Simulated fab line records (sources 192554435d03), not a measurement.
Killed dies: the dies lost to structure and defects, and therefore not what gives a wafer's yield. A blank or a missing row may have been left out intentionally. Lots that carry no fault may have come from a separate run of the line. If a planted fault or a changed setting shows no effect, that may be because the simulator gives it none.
fab line records    flow n5_finfet
[record] lots = 9  wafers = 27  last_day = 18
route steps=1938 shown BEOL_M2@844 BEOL_M4@1111 PASSIVATION@1936
lots that met no fault: taken from a fault-free run of the same line
start_h: start of the lot's first displayed wafer, in hours after the record's first day    wait_h: hours from the lot's prior step to this one    " the same as in the row above    L1.1+2: a row that stands for several wafers    - either no value or no given start    * or withheld: withheld    < > ~ a bound
route shown NAME@n: names a module that has steps shown in the file, with the first one's number in the route    usual: average and standard deviation across the fault-free wafers    same: alike in all rows    chamber/n: place in a boat    sites: per-site readings    _std_site: how widely they spread, as a standard deviation    _edge_site: inner sites' mean taken away from outer sites' mean    radius_mm: for every site, how far away it sits from the centre of the wafer    mask NAME#n: copy n    behind: tool/chamber where the wafer was last shaped    hold: why the lot was held/for how many hours/how that ended    device: the n, p or np transistor that did not switch    end of line: the tests these same wafers got at the end of their route    a step without rows: its recipe alone    killed: not the wafer's yield, but the dies lost to structure and defects at the first sort    map: a wafer's dies, x killed, . not, _ none there
set.NAME: the run value of the setting; set.NAME@STEP: its run value at that earlier step    model.NAME: the simulator's own value behind a step, which no gauge read
the route's steps for a sample of lots (tables are steps, rows are wafers)
services: from which hour (start_h, from the record's first day; less than 0 if before it) a tool's chamber was out of use, for how many hours, and why
[[steps]]
[step N5_BEOL_M2_HM_DEP_02]
[recipe] material = TiN  target_thk_a = 200  temp_c = 25  chamber_pressure_pa = 0.49996
[usual] substrate_temp_c = 25.02/0.11  throttle_valve_pct = 30.1/0.75
lot.wafer  tool            chamber  start_h  wait_h  substrate_temp_c  throttle_valve_pct
L227.2     pvd_sputter-02  -        132.59   2.1     25.07             29.7
L227.3     "               -        "        "       25.20             30.8
L227.6     "               -        "        "       24.86             31.0
L232.1     pvd_sputter-02  -        158.90   0.6     25.01             29.9
L232.2     "               -        "        "       24.93             29.7
L232.5     "               -        "        "       24.97             29.7
L233.1     pvd_sputter-01  -        169.21   0.6     25.11             30.5
L233.4     "               -        "        "       24.94             29.3
L233.5     "               -        "        "       24.98             29.2
L234.3     pvd_sputter-01  -        174.73   0.6     25.04             30.8
L234.4     "               -        "        "       25.13             31.0
L234.6     "               -        "        "       25.08             30.9
L238.3     pvd_sputter-02  -        194.83   2.5     24.91             30.6
L238.5     "               -        "        "       24.88             29.8
L238.6     "               -        "        "       24.77             30.6
L241.1     pvd_sputter-01  -        217.96   0.7     24.95             30.7
L241.3     "               -        "        "       25.07             30.7
L241.4     "               -        "        "       25.23             30.8
L242.2     pvd_sputter-03  -        235.83   0.5     25.04             30.0
L242.4     "               -        "        "       24.94             28.9
L242.5     "               -        "        "       24.86             30.0
L244.3     pvd_sputter-03  -        241.61   2.5     24.98             29.9
L244.5     "               -        "        "       24.92             28.8
L244.6     "               -        "        "       25.15             30.0
L248.1     pvd_sputter-03  -        259.32   1.5     25.18             30.6
L248.3     "               -        "        "       25.04             29.5
L248.6     "               -        "        "       25.04             28.7
[step N5_BEOL_M2_STRIP_66]
[recipe] chemistry = CF4  resist = SiARC  power_w = 300  bias_power_w = 75  pressure_mtorr = 50  cf4_flow_sccm = 150  rf_frequency_hz = 6e+07
[usual] drypump_motor_current_A = 5.7/0.46  oes_product_au = 0.82/0.085  rf_vpp_V = 271.4/1.5  showerhead_plenum_p_Torr = 1.81/0.057  throttle_valve_pct = 13.45/0.22
lot.wafer  tool         chamber  start_h  wait_h  drypump_motor_current_A  oes_product_au  rf_hours_counter_h  rf_vpp_V  showerhead_plenum_p_Torr  throttle_valve_pct
L227.2     rie_diel-02  1        133.32   0.0     5.2                      0.87            38                  269.2     1.82                      13.39
L227.3     "            2        "        "       6.2                      0.83            63                  274.0     1.88                      13.30
L227.6     "            2        "        "       6.2                      0.82            -                   273.2     1.88                      13.30
L232.1     rie_diel-02  2        159.87   0.0     6.2                      0.82            72                  273.3     1.88                      13.31
L232.2     "            1        "        "       5.3                      0.87            47                  271.9     1.82                      13.40
L232.5     "            1        "        "       5.3                      0.86            -                   272.2     1.82                      13.41
L233.1     rie_diel-04  3        170.56   0.0     6.5                      0.72            198                 272.1     1.85                      13.69
L233.4     "            1        "        "       5.3                      0.87            -                   271.9     1.82                      13.30
L233.5     "            1        "        "       5.4                      0.87            -                   273.0     1.82                      13.31
L234.3     rie_diel-05  0        175.48   0.0     5.7                      0.89            24                  269.7     1.74                      13.28
L234.4     "            2        "        "       6.5                      0.69            240                 272.1     1.85                      14.01
L234.6     "            2        "        "       6.5                      0.69            -                   272.6     1.85                      14.02
L238.3     rie_diel-04  3        195.76   0.0     6.5                      0.71            208                 272.5     1.85                      13.68
L238.5     "            1        "        "       5.4                      0.86            -                   271.7     1.81                      13.31
L238.6     "            2        "        "       5.8                      0.68            -                   271.5     1.77                      13.85
L241.1     rie_diel-04  0        218.92   0.0     5.2                      0.90            8                   268.3     1.78                      13.07
L241.3     "            1        "        "       5.3                      0.85            51                  270.8     1.81                      13.34
L241.4     "            1        "        "       5.4                      0.85            -                   271.7     1.81                      13.34
L242.2     rie_diel-05  2        236.69   0.0     6.5                      0.97            2                   271.2     1.84                      13.47
L242.4     "            1        "        "       5.6                      0.82            66                  270.5     1.75                      13.58
L242.5     "            1        "        "       5.6                      0.81            -                   268.9     1.75                      13.57
L244.3     rie_diel-05  0        242.44   0.0     5.7                      0.85            50                  271.6     1.74                      13.35
L244.5     "            0        "        "       5.7                      0.85            -                   269.7     1.74                      13.32
L244.6     "            3        "        "       5.2                      0.84            -                   272.4     1.91                      13.54
L248.1     rie_diel-02  0        260.29   0.0     5.8                      0.70            219                 269.2     1.70                      13.67
L248.3     "            3        "        "       5.7                      0.84            44                  273.1     1.83                      13.20
L248.6     "            3        "        "       5.7                      0.83            -                   271.8     1.83                      13.21
[step N5_BEOL_M2_EXPOSE_25]
[recipe] mask_id = V1  na = 0.33  source_shape = quasar  sigma_inner = 0.2  sigma_outer = 0.8  polarization = unpolarized  defocus_nm = 5  dose_mj = 63
[usual] exposure_dose_mJ_cm2 = 62.96/0.058
[same] na = 0.33
lot.wafer  tool            chamber  start_h  wait_h  mask  exposure_dose_mJ_cm2
L227.2     euv_scanner-02  0        133.72   -       V1#0  62.93
L227.3     "               0        "        "       V1#0  62.93
L227.6     "               0        "        "       V1#0  62.93
L232.1     euv_scanner-01  0        160.49   -       V1#0  62.98
L232.2     "               0        "        "       V1#0  62.96
L232.5     "               0        "        "       V1#0  63.06
L233.1     euv_scanner-01  0        170.98   -       V1#0  62.90
L233.4     "               0        "        "       V1#0  62.89
L233.5     "               0        "        "       V1#0  63.05
L234.3     euv_scanner-01  0        175.95   -       V1#0  62.98
L234.4     "               0        "        "       V1#0  63.03
L234.6     "               0        "        "       V1#0  62.92
L238.3     euv_scanner-01  0        196.31   -       V1#0  65.44
L238.5     "               0        "        "       V1#0  65.35
L238.6     "               0        "        "       V1#0  65.45
L241.1     euv_scanner-01  0        219.44   -       V1#0  64.93
L241.3     "               0        "        "       V1#0  64.94
L241.4     "               0        "        "       V1#0  65.02
L242.2     euv_scanner-02  0        237.22   -       V1#0  62.93
L242.4     "               0        "        "       V1#0  62.94
L242.5     "               0        "        "       V1#0  62.99
L244.3     euv_scanner-02  0        242.97   -       V1#0  63.11
L244.5     "               0        "        "       V1#0  63.05
L244.6     "               0        "        "       V1#0  62.99
L248.1     euv_scanner-02  0        260.84   -       V1#0  62.91
L248.3     "               0        "        "       V1#0  62.91
L248.6     "               0        "        "       V1#0  62.92
[step N5_BEOL_M2_ETCH_77]
[recipe] chemistry = N2/H2  target = underlayer  target_depth_a = 65  mask_material = CAR-EUV  time_s = 5.2  ion_energy_ev = 200  pressure_mtorr = 30  source_w = 840  bias_w = 150  n2_flow_sccm = 200  h2_flow_sccm = 200  ends = cleared
[usual] drypump_motor_current_A = 5.7/0.43  etch_rf_on_time_s = 5.19/0.087  oes_product_au = 0.70/0.075  rf_vpp_V = 524.2/2.6  showerhead_plenum_p_Torr = 2.56/0.085  throttle_valve_pct = 17.71/0.21
lot.wafer  tool         chamber  start_h  wait_h  drypump_motor_current_A  etch_rf_on_time_s  oes_product_au  rf_hours_counter_h  rf_vpp_V  showerhead_plenum_p_Torr  throttle_valve_pct
L227.2     rie_diel-04  3        134.01   0.0     6.5                      5.25               0.62            181                 526.2     2.63                      17.89
L227.3     "            1        "        "       5.4                      5.15               0.78            19                  523.9     2.61                      17.65
L227.6     "            3        "        "       6.5                      5.21               0.62            -                   526.5     2.63                      17.88
L232.1     rie_diel-02  3        160.79   0.0     5.7                      5.18               0.79            10                  525.5     2.60                      17.48
L232.2     "            1        "        "       5.3                      5.27               0.74            48                  524.7     2.60                      17.76
L232.5     "            0        "        "       5.8                      5.24               0.63            -                   520.8     2.42                      17.77
L233.1     rie_diel-02  0        171.31   0.0     5.8                      5.32               0.61            188                 519.3     2.42                      17.79
L233.4     "            2        "        "       6.2                      5.29               0.68            76                  525.8     2.67                      17.51
L233.5     "            2        "        "       6.2                      5.29               0.70            -                   526.4     2.67                      17.53
L234.3     rie_diel-05  3        176.24   0.0     5.2                      5.21               0.76            33                  529.0     2.72                      17.73
L234.4     "            1        "        "       5.7                      5.09               0.74            45                  523.4     2.48                      17.87
L234.6     "            1        "        "       5.7                      5.10               0.73            -                   521.7     2.48                      17.88
L238.3     rie_diel-02  3        196.66   0.0     5.7                      5.13               0.76            22                  524.4     2.59                      17.50
L238.5     "            1        "        "       5.3                      5.24               0.72            -                   525.3     2.59                      17.78
L238.6     "            2        "        "       6.2                      5.24               0.69            -                   528.2     2.66                      17.52
L241.1     rie_diel-04  1        219.74   0.0     5.4                      5.03               0.75            52                  523.0     2.59                      17.68
L241.3     "            0        "        "       5.2                      5.17               0.80            8                   525.5     2.48                      17.13
L241.4     "            3        "        "       6.5                      5.16               0.60            -                   524.1     2.61                      17.94
L242.2     rie_diel-02  3        237.51   0.0     5.7                      5.13               0.73            36                  522.2     2.59                      17.52
L242.4     "            1        "        "       5.2                      5.23               0.70            75                  524.4     2.58                      17.80
L242.5     "            1        "        "       5.3                      5.29               0.71            -                   524.7     2.58                      17.79
L244.3     rie_diel-04  3        243.41   0.0     6.6                      5.22               0.60            227                 525.7     2.61                      17.95
L244.5     "            0        "        "       5.2                      5.25               0.76            -                   521.2     2.48                      17.17
L244.6     "            3        "        "       6.5                      5.28               0.59            -                   526.3     2.61                      17.95
L248.1     rie_diel-02  2        261.14   0.0     6.2                      5.24               0.67            107                 529.1     2.65                      17.57
L248.3     "            1        "        "       5.2                      5.22               0.69            84                  524.9     2.58                      17.79
L248.6     "            2        "        "       6.2                      5.29               0.66            -                   527.6     2.65                      17.58
[step N5_BEOL_M4_RC_MEAS_101]
[usual] DIBL_N = 36.2/1.6  DIBL_P = 36.5/1.9  IOFF_N = 0.158/0.027  IOFF_P = 0.21/0.038  ION_N = 675/12  ION_P = 464/8.9  SS_N = 71.5/0.61  SS_P = 73.4/0.59  VT_N = 250.4/3  VT_P = -250/3.6
lot.wafer  tool       chamber  start_h  wait_h  DIBL_N[mV/V]  DIBL_P[mV/V]  IOFF_N[nA/um]  IOFF_P[nA/um]  ION_N[uA/um]  ION_P[uA/um]  SS_N[mV/dec]  SS_P[mV/dec]  VT_N[mV]  VT_P[mV]
L227.2     prober-02  0        167.34   0.2     34.3          35.5          0.138          0.19           668           457           70.9          72.3          252.3     -251
L227.3     "          0        "        "       36.1          38.0          0.161          0.24           682           466           71.5          72.9          252.3     -251
L227.6     "          0        "        "       36.9          38.7          0.184          0.25           688           465           72.0          73.2          249.9     -246
L232.1     prober-02  0        192.78   0.0     37.8          36.5          0.156          0.20           672           455           70.3          73.7          252.7     -250
L232.2     "          0        "        "       37.4          37.5          0.165          0.21           676           462           71.3          73.5          248.5     -248
L232.5     "          0        "        "       35.7          34.7          0.122          0.17           653           452           70.5          72.9          254.3     -253
L233.1     prober-01  0        202.49   0.0     37.8          37.8          0.168          0.21           684           461           72.0          73.6          253.7     -250
L233.4     "          0        "        "       38.4          38.4          0.180          0.22           689           461           71.5          74.4          249.0     -250
L233.5     "          0        "        "       39.3          39.3          0.192          0.24           680           463           71.3          74.3          251.1     -253
L234.3     prober-01  0        211.01   0.3     34.9          34.8          0.129          0.20           673           465           71.5          73.4          255.7     -249
L234.4     "          0        "        "       34.2          34.6          0.121          0.19           665           461           71.3          72.7          254.4     -251
L234.6     "          0        "        "       36.7          37.9          0.165          0.25           685           474           72.1          73.2          248.9     -245
L238.3     prober-01  0        227.77   0.3     34.9          35.8          0.142          0.19           671           463           70.5          73.5          251.0     -250
L238.5     "          0        "        "       36.5          37.3          0.175          0.20           691           464           70.8          73.8          245.7     -251
L238.6     "          0        "        "       38.2          39.0          0.209          0.25           705           474           72.8          73.6          246.5     -246
L241.1     prober-01  0        255.25   0.0     36.2          37.1          0.157          0.25           685           473           70.6          73.1          247.2     -246
L241.3     "          0        "        "       39.3          40.7          0.232          0.31           699           480           72.4          74.5          243.7     -241
L241.4     "          0        "        "       38.4          39.7          0.198          0.31           686           474           71.0          74.5          244.2     -240
L242.2     prober-02  0        275.25   0.2     37.1          37.4          0.173          0.23           671           463           72.1          73.3          249.0     -249
L242.4     "          0        "        "       38.5          39.3          0.206          0.26           692           472           72.1          73.4          246.0     -246
L242.5     "          0        "        "       34.4          34.7          0.120          0.17           666           460           70.2          72.3          255.4     -254
L244.3     prober-01  0        279.92   0.3     36.6          37.1          0.172          0.21           666           463           72.4          72.5          249.4     -252
L244.5     "          0        "        "       37.2          37.6          0.176          0.22           669           458           72.7          74.3          250.6     -252
L244.6     "          0        "        "       35.2          36.7          0.142          0.20           673           462           71.5          73.6          252.4     -253
L248.1     prober-02  0        302.58   0.0     35.7          35.7          0.158          0.18           677           459           71.2          72.7          248.8     -254
L248.3     "          0        "        "       36.8          38.1          0.175          0.23           666           457           71.6          73.8          247.5     -250
L248.6     "          0        "        "       35.6          36.5          0.165          0.20           677           468           71.4          72.8          248.2     -251
[step N5_PASSIVATION_PROBE_49]
[usual] defect_limited_yield = 91.3/1.7  killed_at_M0_to_M3 = 33/11  killed_at_M4_up = 14/5.5  killed_at_contacts = 13/6.5  killed_at_front_end = 39/13  killed_at_other = 3.4/2.9  killed_dies = 103/20  killed_open = 69/15  killed_short = 32/8.1  sort_bin_5_function = 5.1/1.1  sort_bin_6_memory = 3.3/0.74  sort_n_pass = 1077/20  sort_yield_pct = 91.3/1.7
[same] gross_dies = 1180  killed_at_back_side = 0  sort_bin_4_leakage[%] = 0  sort_bin_8_speed[%] = 0
lot.wafer  tool       chamber  start_h  wait_h  defect_limited_yield[%]  killed_at_M0_to_M3  killed_at_M4_up  killed_at_contacts  killed_at_front_end  killed_at_other  killed_dies  killed_open  killed_short  sort_bin_5_function[%]  sort_bin_6_memory[%]  sort_n_pass  sort_yield_pct[%]
L238.3     prober-01  -        335.85   0.1     90.7                     71                  4                11                  23                   1                110          70           40            6.0                     3.2                   1070         90.7
L238.5     prober-01  -        335.95   0.2     92.8                     28                  15               16                  22                   4                85           60           25            4.0                     2.9                   1095         92.8
L244.3     prober-01  -        390.85   0.1     93.3                     20                  14               7                   37                   1                79           63           15            3.7                     2.9                   1101         93.3
L244.5     prober-01  -        390.95   0.2     93.0                     11                  17               13                  35                   7                83           56           26            4.2                     2.5                   1097         93.0
L244.6     prober-01  -        391.00   0.3     92.5                     16                  15               22                  30                   5                88           55           31            4.1                     3.1                   1092         92.5
// killed by level:class
L238.3 BEOL_M0_SAQP:geometric_particle:open=30 BEOL_M0_SAQP:geometric_particle:short=20 MOL_CONTACT_COAG:geometric_particle:open=8 DUMMY_GATE:geometric_particle:open=5 BEOL_M1:geometric_particle:open=5 BEOL_M1:geometric_particle:short=5 FIN_SAQP:geometric_particle:short=4 BEOL_M3:geometric_particle:open=4
L238.5 MOL_CONTACT_COAG:geometric_particle:open=13 FIN_SAQP:geometric_particle:open=11 BEOL_M0_SAQP:geometric_particle:short=9 BEOL_M0_SAQP:geometric_particle:open=7 BEOL_M4:geometric_particle:open=7 DUMMY_GATE:geometric_particle:open=5 BEOL_M1:geometric_particle:open=5 BEOL_M5:geometric_particle:open=4
L244.3 STI_FIN_REVEAL:geometric_particle:open=14 BEOL_M1:geometric_particle:open=8 MOL_CONTACT_COAG:geometric_particle:open=6 BEOL_M4:geometric_particle:open=6 FIN_SAQP:geometric_particle:open=5 DUMMY_GATE:geometric_particle:open=4 GATE_CUT:geometric_particle:open=3 BEOL_M0_SAQP:geometric_particle:open=3
L244.5 STI_FIN_REVEAL:geometric_particle:open=9 MOL_CONTACT_COAG:geometric_particle:open=9 STARTING-WAFER:geometric_particle:short=7 BEOL_M4:geometric_particle:open=7 FIN_SAQP:geometric_particle:open=4 DUMMY_GATE:geometric_particle:open=4 ILD0:geometric_particle:open=4 BEOL_M2:geometric_particle:open=4
L244.6 MOL_CONTACT_COAG:geometric_particle:open=19 FIN_SAQP:geometric_particle:short=7 STI_FIN_REVEAL:geometric_particle:open=5 BEOL_M0_SAQP:geometric_particle:short=4 GATE_CUT:geometric_particle:short=4 BEOL_M0:geometric_particle:open=4 BEOL_M4:geometric_particle:open=4 BEOL_M5:geometric_particle:open=4
[[services]]
tool            chamber  start_h  hours  kind
rie_diel-02     3        113.81   -      clean
rie_diel-02     3        113.81   -      consumable_replace:focus_ring
euv_scanner-01  -        114.40   0.7    repair
euv_scanner-01  -        135.55   1.0    pm
euv_scanner-02  -        145.82   1.0    pm
pvd_sputter-02  -        151.48   2.4    repair
euv_scanner-02  -        156.89   4.6    pm
euv_scanner-01  -        161.52   5.8    pm
rie_diel-04     0        163.15   -      clean
rie_diel-04     0        163.15   -      consumable_replace:focus_ring
rie_diel-04     0        163.15   21.2   scheduled_down
rie_diel-04     0        163.15   21.2   vent_cycle
rie_diel-04     2        165.46   6.9    repair
euv_scanner-01  -        171.49   0.6    repair
euv_scanner-01  -        191.70   1.0    pm
euv_scanner-01  -        197.22   0.1    repair
euv_scanner-01  -        197.84   0.7    repair
euv_scanner-02  -        201.99   1.0    pm
rie_diel-04     0        212.51   4.9    repair
rie_diel-04     2        214.43   1.4    repair
rie_diel-04     2        217.64   -      clean
rie_diel-04     2        217.64   -      consumable_replace:focus_ring
rie_diel-04     2        217.64   18.5   scheduled_down
euv_scanner-01  -        224.93   107.6  repair
[[key]]
[first_sign] step = N5_BEOL_M2_EXPOSE_25  reading = exposure_dose_mJ_cm2  direction = up  sigmas = 38  usual = 62.96  struck = 65.19
effect none on later readings
met_at N5_BEOL_M2_EXPOSE_25
struck_lots L238,L241
rows_end L241.1,L241.3,L241.4
[loop_trim] step = N5_BEOL_M2_EXPOSE_25  setting = dose  lots = L241
not_acting_at N5_BEOL_M2_HM_DEP_02,N5_BEOL_M2_STRIP_66,N5_BEOL_M2_ETCH_77
onset_between 175.95 196.31
[fault] kind = process_parameter_drift  tool = euv_scanner-01  chamber = -  onset_h = 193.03  steps = N5_BEOL_M2_EXPOSE_25  channel = dose_mj  offset = 2.5176  shape = step  acts_in = these_recipes_only  stated = 63
// rows_end: these wafers met a further fault down the route, and their rows from its step on are left out
// loop_trim: a control loop set the setting to another value than it would have without faults
